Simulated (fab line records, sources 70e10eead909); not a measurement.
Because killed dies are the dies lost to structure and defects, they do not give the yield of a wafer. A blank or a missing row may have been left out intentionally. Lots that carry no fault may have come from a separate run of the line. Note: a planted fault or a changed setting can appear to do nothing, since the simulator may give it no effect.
fab line records    flow nandHarc
record lots=24  wafers=72  lastDay=25
route steps=1159 shown A_CHANNEL_HOLE_D1@465 A_CHANNEL_FILL_D1@500 A_STAIRCASE@550
lots that met no fault: from a run of the same line without faults
startH: start of the lot's first displayed wafer, in hours after the record's first day    waitH: hours from the lot's prior step to this one    " as in the row above    L1.1+2: a row that stands for several wafers    - value missing, or start not given    * or withheld: withheld    < > ~ a bound
route shown NAME@n: a module of which the file shows steps, and the number in the route of the first    usual: mean/standard deviation taken from wafers without a fault    same: alike in all rows    chamber/n: place in a boat    sites: per-site readings    _std_site: their standard deviation    _edge_site: outer sites' mean less inner sites'    radiusMm: for every site, how far away it sits from the centre of the wafer    mask NAME#n: copy n    behind: the last tool/chamber to shape the wafer    hold: the reason the lot was held/the length of the hold in hours/how it ended    device: which transistor (n, p or np) failed to switch    end of line: the same wafers' tests at the end of the route    where a step has no rows: the recipe by itself    killed: the dies lost at the first sort to structure and to defects; this is not the yield of the wafer    map: dies across one wafer; x = killed, . = not, _ = none there
set.NAME: the run value of the setting; set.NAME@STEP: its run value at that earlier step    model.NAME: the simulator's own value behind a step, which no gauge read
route steps across a sampled set of lots; one table per step, one row per wafer
services: the hour from which a tool's chamber was out of use, counted from the record's first day as startH (under 0 if before that day), plus the number of hours and why
## steps
# step NHARC_A_CHANNEL_HOLE_D1_DESCUM_15
# recipe timeS=3  o2FlowSccm=200  arFlowSccm=0  biasPowerW=0  chemistry=O2
# usual drypumpMotorCurrentA=5.7/0.44  oesProductAu=1.002/0.01  rfVppV=57.9/0.88  showerheadPlenumPTorr=1.94/0.081  throttleValvePct=11.311/0.0088
lot.wafer  tool        chamber  startH  waitH  drypumpMotorCurrentA  oesProductAu  rfHoursCounterH  rfVppV  showerheadPlenumPTorr  throttleValvePct
L074.2     rieDiel-02  3        172.38  0.1    5.4                   0.998         1                58.3    1.99                   11.321
L074.3     "           0        "       "      5.2                   1.002         1                59.4    2.01                   11.304
L074.5     "           3        "       "      5.4                   0.997         -                57.3    1.99                   11.307
L075.2     rieDiel-03  2        190.30  0.1    6.4                   0.983         7                57.1    1.78                   11.306
L075.3     "           3        "       "      5.0                   0.998         10               56.3    1.82                   11.294
L075.4     "           1        "       "      5.5                   0.985         10               57.1    1.94                   11.324
L077.4     rieDiel-06  2        190.49  0.1    5.3                   0.999         9                57.7    1.83                   11.309
L077.1     "           3        "       "      5.4                   0.997         8                57.9    2.01                   11.307
L077.6     "           1        "       "      6.4                   0.984         -                57.8    1.97                   11.321
L076.4     rieDiel-02  2        190.64  0.1    6.0                   0.997         1                57.2    1.82                   11.319
L076.5     "           0        "       "      5.2                   1.012         -                57.3    2.01                   11.288
L076.6     "           1        "       "      6.1                   1.007         -                58.1    1.96                   11.308
L079.3     rieDiel-06  3        203.37  0.1    5.4                   1.000         9                58.9    2.01                   11.322
L079.1     "           1        "       "      6.4                   1.000         10               58.9    1.97                   11.306
L079.6     "           2        "       "      5.3                   1.012         -                56.8    1.83                   11.291
L078.2     rieDiel-02  3        203.69  0.1    5.4                   0.993         3                58.5    1.99                   11.301
L078.3     "           1        "       "      6.1                   1.001         3                59.4    1.96                   11.305
L078.6     "           0        "       "      5.2                   1.012         -                58.0    2.01                   11.311
L081.2     rieDiel-02  2        217.43  0.1    6.0                   1.010         3                57.5    1.82                   11.300
L081.4     "           3        "       "      5.4                   1.002         4                58.8    1.99                   11.317
L081.5     "           2        "       "      6.0                   1.012         -                57.3    1.82                   11.300
L082.3     rieDiel-06  3        217.65  0.1    5.4                   0.992         11               58.8    2.01                   11.323
L082.6     "           1        "       "      6.4                   0.995         -                56.7    1.97                   11.302
L082.5     "           2        "       "      5.3                   1.002         -                57.7    1.83                   11.323
L080.3     rieDiel-02  2        218.84  0.1    6.0                   0.997         4                58.9    1.82                   11.315
L080.4     "           0        "       "      5.1                   1.018         4                59.2    2.01                   11.322
L080.2     "           1        "       "      6.1                   0.999         4                57.3    1.96                   11.315
L083.1     rieDiel-06  0        229.84  0.1    5.8                   1.027         11               58.0    2.04                   11.319
L083.6     "           2        "       "      5.3                   1.003         -                55.4    1.83                   11.317
L083.5     "           3        "       "      5.4                   1.001         -                56.6    2.01                   11.312
L085.2     rieDiel-03  0        235.35  0.1    5.9                   0.990         1                58.2    1.89                   11.320
L085.4     "           1        "       "      5.5                   0.984         1                57.4    1.94                   11.316
L085.3     "           3        "       "      5.0                   1.011         1                57.4    1.82                   11.312
L084.4     rieDiel-06  1        241.17  0.1    6.4                   0.993         14               57.4    1.97                   11.301
L084.5     "           1        "       "      6.4                   1.004         -                56.2    1.97                   11.316
L084.6     "           2        "       "      5.3                   1.002         -                56.7    1.83                   11.322
L086.2     rieDiel-02  1        254.72  0.1    6.1                   1.001         6                59.1    1.96                   11.312
L086.4     "           2        "       "      6.1                   1.015         6                58.7    1.82                   11.317
L086.1     "           3        "       "      5.4                   0.994         6                58.6    1.99                   11.307
L087.1     rieDiel-03  2        254.88  0.1    6.4                   1.007         2                57.7    1.78                   11.310
L087.4     "           3        "       "      5.0                   1.008         2                56.7    1.82                   11.315
L087.5     "           2        "       "      6.4                   1.006         -                57.2    1.78                   11.319
L089.3     rieDiel-02  0        264.34  0.1    5.2                   1.008         7                58.6    2.01                   11.315
L089.4     "           2        "       "      6.0                   1.010         7                57.7    1.82                   11.320
L089.5     "           0        "       "      5.2                   1.012         -                58.5    2.01                   11.313
L088.3     rieDiel-06  3        264.90  0.1    5.4                   0.991         1                57.8    2.01                   11.299
L088.4     "           0        "       "      5.8                   1.011         1                59.3    2.04                   11.297
L088.2     "           2        "       "      5.3                   0.990         1                57.1    1.83                   11.295
L091.4     rieDiel-02  1        274.75  0.1    6.1                   1.005         8                58.9    1.96                   11.309
L091.1     "           2        "       "      6.0                   1.000         7                58.4    1.82                   11.310
L091.3     "           0        "       "      5.2                   1.021         8                57.3    2.01                   11.322
L090.1     rieDiel-06  0        274.92  0.1    5.8                   1.002         2                58.8    2.04                   11.307
L090.6     "           3        "       "      5.5                   1.002         -                58.6    2.01                   11.291
L090.5     "           0        "       "      5.8                   0.998         -                59.6    2.04                   11.320
L092.2     rieDiel-02  3        280.47  0.1    5.4                   0.997         8                58.7    1.99                   11.323
L092.1     "           0        "       "      5.2                   1.025         9                57.7    2.01                   11.305
L092.5     "           3        "       "      5.4                   0.992         -                58.6    1.99                   11.312
L093.4     rieDiel-06  0        280.67  0.1    5.8                   1.006         3                58.1    2.04                   11.312
L093.1     "           1        "       "      6.4                   0.998         3                58.6    1.97                   11.313
L093.6     "           1        "       "      6.4                   1.008         -                58.8    1.96                   11.312
L094.4     rieDiel-03  0        292.35  0.1    5.9                   0.994         5                57.0    1.89                   11.306
L094.3     "           1        "       "      5.5                   0.996         4                57.2    1.94                   11.312
L094.2     "           2        "       "      6.4                   1.000         5                58.6    1.78                   11.315
L095.1     rieDiel-02  2        292.50  0.1    6.0                   1.006         9                57.6    1.82                   11.302
L095.2     "           1        "       "      6.1                   1.000         9                58.1    1.96                   11.305
L095.4     "           3        "       "      5.4                   0.993         -                59.3    1.99                   11.318
L097.3     rieDiel-06  2        306.75  0.1    5.3                   0.991         5                58.0    1.83                   11.290
L097.6     "           2        "       "      5.3                   0.999         -                57.9    1.83                   11.309
L097.5     "           1        "       "      6.4                   0.993         -                59.3    1.96                   11.314
L096.4     rieDiel-02  0        309.76  0.1    5.1                   1.015         10               59.5    2.01                   11.318
L096.3     "           2        "       "      6.0                   1.023         10               58.2    1.82                   11.313
L096.1     "           3        "       "      5.4                   1.001         10               57.8    1.99                   11.318
# step NHARC_A_CHANNEL_FILL_D1_ETCHBACK_20
# recipe targetDepthA=270  timeS=13.5  c4f8FlowSccm=withheld  o2FlowSccm=8  arFlowSccm=withheld  rfW=600  biasW=1500  chemistry=C4F8/O2/Ar
# usual oesProductAu=0.96/0.037  rfVppV=979/6.3
lot.wafer  tool        chamber  startH  waitH  oesProductAu  rfHoursCounterH  rfVppV
L074.3     rieDiel-08  0        204.10  -      1.01          14               979
L074.2     "           2        "       "      1.00          13               978
L074.5     "           3        "       "      1.00          -                971
L075.4     rieDiel-09  2        223.38  -      1.00          4                983
L075.2     "           3        "       "      0.99          4                980
L075.3     "           0        "       "      1.00          3                986
L077.1     rieDiel-10  3        223.41  -      1.00          1                987
L077.4     "           2        "       "      1.01          1                970
L077.6     "           0        "       "      1.01          -                970
L076.4     rieDiel-08  0        223.48  -      1.02          -                978
L076.5     "           0        "       "      1.03          -                980
L076.6     "           0        "       "      1.01          -                980
L078.2     rieDiel-10  1        234.93  -      0.97          2                975
L078.3     "           3        "       "      0.96          2                988
L078.6     "           2        "       "      0.95          -                971
L079.1     rieDiel-09  0        234.96  -      0.94          4                987
L079.3     "           3        "       "      0.92          4                982
L079.6     "           1        "       "      0.91          -                976
L082.3     rieDiel-09  0        251.43  -      0.94          4                987
L082.6     "           0        "       "      0.94          -                987
L082.5     "           3        "       "      0.93          -                982
L081.2     rieDiel-10  0        251.45  -      1.02          2                971
L081.4     "           1        "       "      1.02          2                976
L081.5     "           2        "       "      1.00          -                971
L080.4     rieDiel-08  1        255.78  -      0.92          23               976
L080.2     "           2        "       "      0.93          19               978
L080.3     "           3        "       "      0.92          22               971
L083.1     rieDiel-10  3        262.99  -      0.97          3                988
L083.5     "           3        "       "      0.98          -                987
L083.6     "           0        "       "      0.99          -                972
L085.2     rieDiel-10  3        266.71  -      0.93          3                988
L085.4     "           1        "       "      0.93          3                978
L085.3     "           2        "       "      0.92          3                971
L084.4     rieDiel-09  0        273.01  -      1.02          0                987
L084.6     "           3        "       "      1.01          -                981
L084.5     "           0        "       "      1.02          -                987
L087.4     rieDiel-09  3        285.88  -      1.00          1                981
L087.1     "           1        "       "      0.99          1                975
L087.5     "           3        "       "      0.99          -                982
L086.2     rieDiel-10  3        285.89  -      0.91          4                987
L086.4     "           0        "       "      0.92          4                969
L086.1     "           1        "       "      0.93          4                977
L089.4     rieDiel-10  1        295.52  -      0.93          5                977
L089.3     "           3        "       "      0.92          4                989
L089.5     "           2        "       "      0.92          -                972
L088.3     rieDiel-10  3        295.58  -      0.93          4                987
L088.4     "           0        "       "      0.94          5                970
L088.2     "           1        "       "      0.94          5                977
L090.1     rieDiel-09  1        308.95  -      0.98          1                976
L090.5     "           1        "       "      0.99          -                975
L090.6     "           2        "       "      0.98          -                985
L091.1     rieDiel-10  0        308.97  -      0.94          5                971
L091.3     "           1        "       "      0.93          5                978
L091.4     "           3        "       "      0.92          4                989
L093.1     rieDiel-10  0        314.48  -      0.93          5                971
L093.4     "           1        "       "      0.93          5                977
L093.6     "           3        "       "      0.92          -                989
L092.1     rieDiel-09  1        314.49  -      0.95          1                976
L092.2     "           2        "       "      0.95          1                985
L092.5     "           1        "       "      0.95          -                976
L094.4     rieDiel-10  1        324.92  -      0.93          5                977
L094.2     "           2        "       "      0.92          5                970
L094.3     "           3        "       "      0.93          5                986
L095.1     rieDiel-09  0        324.93  -      1.02          2                987
L095.2     "           1        "       "      0.99          2                976
L095.4     "           2        "       "      0.99          1                984
L097.3     rieDiel-10  2        338.18  -      0.92          6                970
L097.5     "           0        "       "      0.94          -                971
L097.6     "           1        "       "      0.94          -                976
L096.1     rieDiel-09  3        342.96  -      0.99          2                982
L096.4     "           0        "       "      1.01          2                987
L096.3     "           1        "       "      0.98          2                976
# step NHARC_A_CHANNEL_FILL_D1_RTA_24
# recipe tempC=1000  timeS=5
# usual lampPowerPct=28.70/0.18  lamp_zone_2_pct=28.71/0.17  wafer_temp_C_max=1005.0/1.1
lot.wafer  tool          chamber  startH  waitH  lampPowerPct  lamp_zone_2_pct  wafer_temp_C_max
L074.2     rtpAnneal-01  0        227.38  0.1    28.54         28.51            1004.6
L074.3     "             0        "       "      28.53         28.50            1007.5
L074.5     "             0        "       "      28.49         28.51            1007.6
L077.1     rtpAnneal-02  0        246.82  0.1    28.90         28.88            1004.8
L077.4     "             0        "       "      28.84         28.88            1005.9
L077.6     "             0        "       "      28.89         28.88            1003.4
L076.4     rtpAnneal-01  0        246.88  0.1    28.57         28.62            1005.3
L076.5     "             0        "       "      28.57         28.67            1003.8
L076.6     "             0        "       "      28.57         28.59            1005.6
L075.2     rtpAnneal-02  0        250.20  0.1    28.89         28.89            1004.8
L075.3     "             0        "       "      28.94         28.88            1004.6
L075.4     "             0        "       "      28.93         28.91            1004.9
L078.2     rtpAnneal-02  0        258.91  0.1    28.91         28.89            1003.5
L078.3     "             0        "       "      28.90         28.89            1003.5
L078.6     "             0        "       "      28.93         28.93            1004.4
L079.1     rtpAnneal-01  0        262.33  0.1    28.59         28.60            1004.3
L079.3     "             0        "       "      28.58         28.53            1005.1
L079.6     "             0        "       "      28.59         28.56            1007.4
L081.2     rtpAnneal-01  0        274.99  0.1    28.49         28.53            1005.2
L081.4     "             0        "       "      28.56         28.52            1004.1
L081.5     "             0        "       "      28.54         28.54            1004.8
L082.3     rtpAnneal-02  0        275.02  0.1    28.91         28.91            1005.1
L082.5     "             0        "       "      28.96         28.92            1004.8
L082.6     "             0        "       "      28.93         28.89            1003.2
L080.2     rtpAnneal-02  0        280.25  0.1    28.95         28.95            1003.8
L080.3     "             0        "       "      28.91         28.92            1004.4
L080.4     "             0        "       "      28.91         28.96            1003.0
L083.1     rtpAnneal-01  0        286.84  0.0    28.54         28.55            1003.8
L083.5     "             0        "       "      28.58         28.54            1005.2
L083.6     "             0        "       "      28.56         28.56            1004.4
L085.2     rtpAnneal-02  0        290.40  0.1    28.91         28.90            1005.2
L085.3     "             0        "       "      28.94         28.93            1003.5
L085.4     "             0        "       "      28.87         28.99            1004.1
L084.4     rtpAnneal-01  0        296.61  0.1    28.58         28.60            1004.8
L084.5     "             0        "       "      28.57         28.54            1005.1
L084.6     "             0        "       "      28.62         28.57            1005.8
L086.1     rtpAnneal-01  0        309.32  0.0    28.57         28.57            1005.6
L086.2     "             0        "       "      28.54         28.57            1007.3
L086.4     "             0        "       "      28.52         28.57            1003.7
L087.1     rtpAnneal-01  0        309.49  0.2    28.57         28.55            1006.6
L087.4     "             0        "       "      28.54         28.58            1005.6
L087.5     "             0        "       "      28.59         28.59            1005.8
L088.2     rtpAnneal-02  0        318.90  0.1    28.88         28.91            1005.1
L088.3     "             0        "       "      28.95         28.91            1004.0
L088.4     "             0        "       "      28.95         28.90            1004.6
L089.3     rtpAnneal-01  0        318.99  0.2    28.56         28.58            1004.2
L089.4     "             0        "       "      28.56         28.59            1003.8
L089.5     "             0        "       "      28.56         28.58            1005.7
L091.1     rtpAnneal-02  0        333.68  0.1    28.88         28.93            1004.6
L091.3     "             0        "       "      28.93         28.92            1004.7
L091.4     "             0        "       "      28.90         28.90            1004.0
L090.1     rtpAnneal-01  0        333.71  0.1    28.57         28.55            1005.0
L090.5     "             0        "       "      28.51         28.57            1005.3
L090.6     "             0        "       "      28.59         28.56            1006.2
L092.1     rtpAnneal-02  0        338.21  0.0    28.91         28.93            1003.0
L092.2     "             0        "       "      28.95         28.89            1003.2
L092.5     "             0        "       "      28.93         28.87            1004.0
L093.1     rtpAnneal-01  0        338.21  0.0    28.55         28.54            1005.7
L093.4     "             0        "       "      28.51         28.56            1004.9
L093.6     "             0        "       "      28.53         28.57            1005.2
L095.1     rtpAnneal-01  0        348.49  0.0    28.57         28.56            1006.3
L095.2     "             0        "       "      28.54         28.56            1005.8
L095.4     "             0        "       "      28.58         28.60            1005.9
L094.2     rtpAnneal-02  0        348.52  0.1    28.91         28.90            1003.8
L094.3     "             0        "       "      28.88         28.92            1005.3
L094.4     "             0        "       "      28.88         28.95            1004.1
L097.3     rtpAnneal-01  0        363.33  0.1    28.56         28.52            1005.1
L097.5     "             0        "       "      28.54         28.58            1007.0
L097.6     "             0        "       "      28.53         28.53            1005.0
L096.1     rtpAnneal-01  0        371.40  0.0    28.50         28.54            1006.8
L096.3     "             0        "       "      28.52         28.52            1004.9
L096.4     "             0        "       "      28.54         28.56            1005.1
# step NHARC_A_CHANNEL_FILL_D1_INSPECT_13
# usual rawDefectCount=279/110
lot.wafer  tool              chamber  startH  waitH  rawDefectCount
L074.2     defectInspect-02  -        227.55  0.1    426
L074.3     "                 -        "       "      409
L074.5     "                 -        "       "      314
L076.4     defectInspect-01  -        247.00  0.1    242
L076.5     "                 -        "       "      247
L076.6     "                 -        "       "      479
L077.1     defectInspect-02  -        247.01  0.2    401
L077.4     "                 -        "       "      428
L077.6     "                 -        "       "      364
L075.2     defectInspect-02  -        250.40  0.2    172
L075.3     "                 -        "       "      257
L075.4     "                 -        "       "      161
L078.2     defectInspect-02  -        259.08  0.1    322
L078.3     "                 -        "       "      161
L078.6     "                 -        "       "      144
L079.1     defectInspect-01  -        262.53  0.2    285
L079.3     "                 -        "       "      190
L079.6     "                 -        "       "      423
L081.2     defectInspect-01  -        275.17  0.1    304
L081.4     "                 -        "       "      420
L081.5     "                 -        "       "      279
L082.3     defectInspect-02  -        275.17  0.1    182
L082.5     "                 -        "       "      255
L082.6     "                 -        "       "      338
L080.2     defectInspect-01  -        280.42  0.1    167
L080.3     "                 -        "       "      228
L080.4     "                 -        "       "      175
L083.1     defectInspect-01  -        287.04  0.2    174
L083.5     "                 -        "       "      158
L083.6     "                 -        "       "      360
L085.2     defectInspect-02  -        290.57  0.1    170
L085.3     "                 -        "       "      294
L085.4     "                 -        "       "      286
L084.4     defectInspect-02  -        296.73  0.1    162
L084.5     "                 -        "       "      162
L084.6     "                 -        "       "      196
L086.1     defectInspect-01  -        309.51  0.2    320
L086.2     "                 -        "       "      335
L086.4     "                 -        "       "      170
L087.1     defectInspect-01  -        309.68  0.2    423
L087.4     "                 -        "       "      383
L087.5     "                 -        "       "      388
L088.2     defectInspect-02  -        319.07  0.1    452
L088.3     "                 -        "       "      330
L088.4     "                 -        "       "      357
L089.3     defectInspect-02  -        319.24  0.2    155
L089.4     "                 -        "       "      345
L089.5     "                 -        "       "      326
L091.1     defectInspect-02  -        333.89  0.2    161
L091.3     "                 -        "       "      199
L091.4     "                 -        "       "      209
L090.1     defectInspect-02  -        333.91  0.2    362
L090.5     "                 -        "       "      313
L090.6     "                 -        "       "      468
L092.1     defectInspect-02  -        338.41  0.2    194
L092.2     "                 -        "       "      245
L092.5     "                 -        "       "      254
L093.1     defectInspect-01  -        338.41  0.2    182
L093.4     "                 -        "       "      205
L093.6     "                 -        "       "      218
L094.2     defectInspect-02  -        348.69  0.1    275
L094.3     "                 -        "       "      304
L094.4     "                 -        "       "      325
L095.1     defectInspect-01  -        348.69  0.2    229
L095.2     "                 -        "       "      257
L095.4     "                 -        "       "      338
L097.3     defectInspect-02  -        363.47  0.1    155
L097.5     "                 -        "       "      178
L097.6     "                 -        "       "      239
L096.1     defectInspect-01  -        371.59  0.2    404
L096.3     "                 -        "       "      383
L096.4     "                 -        "       "      168
# step NHARC_A_STAIRCASE_TRIM_14
# recipe timeS=211.2  o2FlowSccm=500  arFlowSccm=0  biasW=0  chemistry=O2
# usual drypumpMotorCurrentA=5.7/0.48  oesProductAu=1.001/0.0083  rfVppV=58.1/0.84  showerheadPlenumPTorr=3.59/0.14  throttleValvePct=17.038/0.0099
lot.wafer  tool        chamber  startH  waitH  drypumpMotorCurrentA  oesProductAu  rfHoursCounterH  rfVppV  showerheadPlenumPTorr  throttleValvePct
L074.2     rieDiel-05  2        -       -      6.3                   0.991         24               57.8    3.79                   17.034
L074.3     "           0        "       "      5.3                   0.997         22               57.8    3.76                   17.021
L074.5     "           1        "       "      6.1                   1.012         -                58.1    3.56                   17.028
L076.4     rieDiel-07  3        -       -      5.7                   1.009         4                58.7    3.81                   17.048
L076.5     "           2        "       "      4.9                   1.006         -                56.3    3.53                   17.037
L076.6     "           3        "       "      5.7                   1.020         -                58.4    3.81                   17.019
L077.4     rieDiel-05  3        -       -      5.0                   1.018         31               58.4    3.66                   17.037
L077.1     "           1        "       "      6.1                   0.997         30               57.5    3.56                   17.029
L077.6     "           0        "       "      5.3                   1.003         -                58.1    3.75                   17.038
L075.3     rieDiel-07  0        -       -      5.3                   1.003         5                56.7    3.47                   17.032
L075.4     "           1        "       "      6.1                   1.008         6                57.9    3.33                   17.046
L075.2     "           3        "       "      5.7                   1.012         5                58.0    3.80                   17.029
L078.2     rieDiel-05  0        -       -      5.3                   0.986         35               59.0    3.75                   17.047
L078.3     "           1        "       "      6.1                   0.996         35               59.3    3.55                   17.046
L078.6     "           1        "       "      6.1                   1.008         -                58.6    3.55                   17.031
L079.1     rieDiel-04  3        -       -      5.9                   1.001         43               58.7    3.59                   17.045
L079.3     "           0        "       "      6.3                   0.995         55               56.6    3.65                   17.023
L079.6     "           2        "       "      6.0                   0.987         -                57.9    3.52                   17.036
L081.2     rieDiel-04  0        -       -      6.4                   1.004         60               58.6    3.65                   17.054
L081.5     "           0        "       "      6.4                   0.997         -                57.7    3.65                   17.029
L081.4     "           2        "       "      6.0                   0.995         -                56.1    3.52                   17.029
L082.3     rieDiel-04  2        -       -      6.0                   0.986         64               59.1    3.52                   17.033
L082.6     "           0        "       "      6.3                   0.993         -                59.8    3.65                   17.056
L082.5     "           3        "       "      5.9                   1.001         -                58.8    3.59                   17.039
L080.4     rieDiel-05  1        -       -      6.1                   1.001         43               57.7    3.55                   17.039
L080.3     "           3        "       "      5.0                   1.003         44               58.5    3.66                   17.030
L080.2     "           0        "       "      5.3                   0.992         43               57.5    3.75                   17.045
L083.1     rieDiel-07  3        -       -      5.6                   1.009         14               57.9    3.80                   17.049
L083.5     "           2        "       "      4.9                   1.003         -                58.0    3.52                   17.044
L083.6     "           3        "       "      5.7                   1.014         -                58.9    3.80                   17.019
L085.3     rieDiel-07  2        -       -      4.9                   1.002         21               57.1    3.52                   17.047
L085.2     "           0        "       "      5.3                   1.005         16               58.6    3.47                   17.047
L085.4     "           2        "       "      4.9                   1.006         -                56.4    3.52                   17.050
L084.4     rieDiel-04  3        -       -      5.9                   0.988         0                58.4    3.59                   17.032
L084.6     "           0        "       "      6.3                   1.002         -                58.0    3.65                   17.044
L084.5     "           1        "       "      5.9                   1.013         -                57.3    3.32                   17.040
L086.4     rieDiel-07  2        -       -      4.9                   1.001         30               57.7    3.52                   17.045
L086.1     "           0        "       "      5.3                   0.993         25               56.5    3.46                   17.043
L086.2     "           1        "       "      6.0                   0.997         20               58.1    3.32                   17.035
L087.1     rieDiel-04  2        -       -      5.9                   0.995         4                58.0    3.51                   17.040
L087.4     "           3        "       "      5.9                   0.982         4                57.5    3.59                   17.034
L087.5     "           1        "       "      5.9                   0.997         -                58.0    3.32                   17.043
L088.2     rieDiel-05  2        -       -      6.3                   1.005         57               58.5    3.77                   17.033
L088.4     "           3        "       "      5.0                   1.020         55               59.6    3.65                   17.038
L088.3     "           0        "       "      5.3                   1.006         55               59.0    3.74                   17.019
L089.4     rieDiel-04  2        -       -      5.9                   0.995         9                58.5    3.51                   17.022
L089.3     "           3        "       "      5.9                   0.994         9                57.4    3.58                   17.041
L089.5     "           3        "       "      5.9                   0.992         -                58.7    3.58                   17.053
L090.1     rieDiel-07  3        -       -      5.7                   1.010         34               57.4    3.79                   17.036
L090.5     "           3        "       "      5.7                   1.013         -                57.4    3.79                   17.030
L090.6     "           0        "       "      5.3                   0.993         -                58.2    3.46                   17.019
L091.4     rieDiel-04  2        -       -      6.0                   0.996         14               56.6    3.51                   17.054
L091.3     "           3        "       "      5.9                   0.993         14               58.1    3.58                   17.038
L091.1     "           1        "       "      5.9                   1.013         14               56.3    3.32                   17.049
L092.2     rieDiel-07  2        -       -      4.9                   1.005         42               59.1    3.51                   17.040
L092.1     "           1        "       "      6.1                   0.986         33               57.0    3.32                   17.039
L092.5     "           3        "       "      5.7                   1.010         -                57.7    3.79                   17.034
L093.4     rieDiel-07  0        -       -      5.3                   1.008         37               57.7    3.45                   17.056
L093.1     "           3        "       "      5.7                   1.015         37               59.0    3.79                   17.044
L093.6     "           0        "       "      5.3                   1.001         -                58.2    3.45                   17.028
L094.2     rieDiel-05  0        -       -      5.3                   1.001         0                59.8    3.74                   17.044
L094.3     "           1        "       "      6.1                   1.003         0                58.8    3.54                   17.048
L094.4     "           2        "       "      6.3                   1.007         0                57.8    3.77                   17.052
L095.2     rieDiel-04  3        -       -      5.9                   0.991         22               58.5    3.58                   17.029
L095.1     "           0        "       "      6.3                   1.011         20               58.9    3.63                   17.038
L095.4     "           2        "       "      5.9                   0.999         22               56.5    3.50                   17.055
L097.3     rieDiel-05  1        -       -      6.1                   1.001         7                59.4    3.53                   17.035
L097.5     "           2        "       "      6.3                   0.999         -                60.2    3.77                   17.053
L097.6     "           3        "       "      5.0                   1.006         -                58.9    3.64                   17.052
L096.1     rieDiel-05  2        -       -      6.3                   0.992         8                56.8    3.77                   17.048
L096.3     "           0        "       "      5.3                   0.990         10               58.3    3.73                   17.053
L096.4     "           1        "       "      6.1                   0.993         10               57.5    3.53                   17.049
# step NHARC_A_STAIRCASE_ETCH_192
# recipe targetDepthA=1000  timeS=40.5  ionEnergyEv=400  c4f8FlowSccm=20  o2FlowSccm=10  arFlowSccm=withheld  rfW=600  biasW=1000  chemistry=C4F8/O2
# usual oesProductAu=0.942/0.011  rfVppV=897/5.6
lot.wafer  tool        chamber  startH  waitH  oesProductAu  rfHoursCounterH  rfVppV
L074.3     rieDiel-04  0        -       -      0.950         45               901
L074.2     "           2        "       "      0.944         46               896
L074.5     "           1        "       "      0.951         -                888
L076.4     rieDiel-07  1        -       -      0.944         7                890
L076.5     "           1        "       "      0.936         -                888
L076.6     "           2        "       "      0.935         -                896
L077.1     rieDiel-05  0        -       -      0.931         32               903
L077.4     "           1        "       "      0.936         32               898
L077.6     "           1        "       "      0.935         -                896
L075.2     rieDiel-05  1        -       -      0.934         34               898
L075.4     "           2        "       "      0.934         35               905
L075.3     "           0        "       "      0.955         34               905
L078.3     rieDiel-05  0        -       -      0.955         36               904
L078.2     "           2        "       "      0.958         37               906
L078.6     "           0        "       "      0.948         -                904
L079.1     rieDiel-05  3        -       -      0.950         38               902
L079.3     "           1        "       "      0.941         37               897
L079.6     "           0        "       "      0.928         -                902
L081.4     rieDiel-04  1        -       -      0.972         62               888
L081.2     "           3        "       "      0.946         50               898
L081.5     "           1        "       "      0.952         -                888
L082.3     rieDiel-04  0        -       -      0.926         63               899
L082.5     "           0        "       "      0.935         -                901
L082.6     "           1        "       "      0.936         -                888
L080.4     rieDiel-05  1        -       -      0.955         47               898
L080.3     "           2        "       "      0.951         48               904
L080.2     "           3        "       "      0.951         47               901
L083.1     rieDiel-07  3        -       -      0.926         17               907
L083.5     "           0        "       "      0.926         -                894
L083.6     "           2        "       "      0.924         -                895
L085.2     rieDiel-04  1        -       -      0.955         1                888
L085.3     "           2        "       "      0.956         1                896
L085.4     "           3        "       "      0.950         1                896
L084.4     rieDiel-04  3        -       -      0.948         2                898
L084.5     "           1        "       "      0.952         -                888
L084.6     "           2        "       "      0.951         -                893
L086.4     rieDiel-04  2        -       -      0.917         8                896
L086.2     "           3        "       "      0.946         8                898
L086.1     "           0        "       "      0.935         8                901
L087.4     rieDiel-04  3        -       -      0.930         8                899
L087.1     "           1        "       "      0.943         8                888
L087.5     "           0        "       "      0.939         -                900
L089.4     rieDiel-04  0        -       -      0.968         11               900
L089.3     "           1        "       "      0.954         11               889
L089.5     "           1        "       "      0.952         -                888
L088.4     rieDiel-07  1        -       -      0.932         28               889
L088.2     "           3        "       "      0.946         32               905
L088.3     "           0        "       "      0.941         31               894
L090.1     rieDiel-04  2        -       -      0.936         16               896
L090.5     "           3        "       "      0.931         -                898
L090.6     "           0        "       "      0.953         -                900
L091.3     rieDiel-04  0        -       -      0.948         16               899
L091.4     "           2        "       "      0.933         17               894
L091.1     "           3        "       "      0.939         17               899
L092.1     rieDiel-07  3        -       -      0.941         40               906
L092.2     "           0        "       "      0.932         40               894
L092.5     "           0        "       "      0.936         -                894
L093.4     rieDiel-07  1        -       -      0.935         36               887
L093.1     "           2        "       "      0.940         46               896
L093.6     "           0        "       "      0.921         -                893
L094.4     rieDiel-07  2        -       -      0.941         50               896
L094.3     "           3        "       "      0.952         45               904
L094.2     "           0        "       "      0.927         45               894
L095.4     rieDiel-07  0        -       -      0.947         45               894
L095.2     "           1        "       "      0.955         41               888
L095.1     "           2        "       "      0.935         50               896
L097.3     rieDiel-07  2        -       -      0.941         55               895
L097.6     "           3        "       "      0.953         -                906
L097.5     "           0        "       "      0.939         -                893
L096.3     rieDiel-05  3        -       -      0.935         11               902
L096.4     "           1        "       "      0.931         13               896
L096.1     "           2        "       "      0.944         11               905
## services
tool        chamber  startH  hours  kind
rieDiel-02  -        150.70  9.0    pm
rieDiel-05  2        158.73  11.6   repair
rieDiel-05  -        163.60  9.0    pm
rieDiel-07  2        165.51  13.2   repair
rieDiel-10  -        176.50  9.0    pm
rieDiel-02  1        178.30  9.9    repair
rieDiel-07  3        180.26  7.3    repair
rieDiel-07  3        189.83  6.4    repair
rieDiel-04  3        202.68  26.3   repair
rieDiel-07  0        204.09  19.9   repair
rieDiel-04  -        206.60  0.8    repair
rieDiel-07  -        228.70  9.0    pm
rieDiel-05  0        250.14  1.2    repair
rieDiel-07  3        259.11  11.9   repair
rieDiel-07  0        266.82  8.3    repair
rieDiel-04  1        269.64  10.0   repair
rieDiel-10  3        270.36  3.2    repair
rieDiel-07  1        284.16  23.1   repair
rieDiel-04  -        288.90  9.0    pm
rieDiel-02  0        291.11  15.9   repair
rieDiel-02  -        327.70  9.0    pm
rieDiel-05  -        340.63  9.0    pm
rieDiel-10  -        353.50  9.0    pm
rieDiel-10  1        363.95  17.5   repair
## key
fault none
